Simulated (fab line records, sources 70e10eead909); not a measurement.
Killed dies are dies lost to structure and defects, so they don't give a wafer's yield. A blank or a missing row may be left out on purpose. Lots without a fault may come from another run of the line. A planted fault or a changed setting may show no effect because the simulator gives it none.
Chamber matching | flow nand_harc | NHARC_A_STAIRCASE_DEP_322 on pecvd-01: 3 sister chambers
The step deposits SiO2, target thk 7200 nm. 14 wafers are shown with their chamber, then 7 later ones without.

WAFERS WITH THEIR CHAMBER
wafer  | chamber | heater_power_w (W)
L074.2 | 1       | 827
L074.3 | 2       | 668
L074.6 | 1       | 680
L075.1 | 1       | 747
L075.4 | 0       | 772
L075.5 | 1       | 688
L080.4 | 0       | 800
L080.5 | 2       | 557
L080.6 | 1       | 673
L084.1 | 0       | 911
L084.3 | 1       | 650
L084.5 | 1       | 630
L087.2 | 1       | 727
L087.4 | 0       | 778

SIGNATURES (means of the wafers above)
reading        | chamber 0 | chamber 1 | chamber 2 | scatter within a chamber
heater_power_w | 815.25    | 702.75    | 612.50    | 65
Rule: a wafer's distance from a chamber is the root of the sum, over the readings, of the square of ((its reading less the chamber's mean) divided by the reading's scatter). The wafer belongs to the nearest chamber; if the next one is less than 2 further off, it can't be placed. The scatter: the root of (the sum of the squares of (reading less its chamber's mean) over the shown wafers, divided by (wafers less chambers)).

WAFERS WITHOUT THEIR CHAMBER
wafer  | heater_power_w (W)
L087.5 | 522
L092.1 | 637
L092.3 | 892
L092.6 | 625
L093.3 | 732
L093.5 | 639
L093.6 | 524

WHICH CHAMBER EACH WENT THROUGH
wafer  | from the rows above          | in truth
L087.5 | can't be placed: 2 or 1      | 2
L092.1 | can't be placed: 2 or 1      | 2
L092.3 | can't be placed: 0 or 1      | 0
L092.6 | can't be placed: 2 or 1      | 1
L093.3 | can't be placed: 1 or 0 or 2 | 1
L093.5 | can't be placed: 2 or 1      | 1
L093.6 | can't be placed: 2 or 1      | 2
Placed correctly: 0 of 7. Can't be placed from these rows: 7 (the true chamber is among the candidates in 7). Placed wrongly: 0.
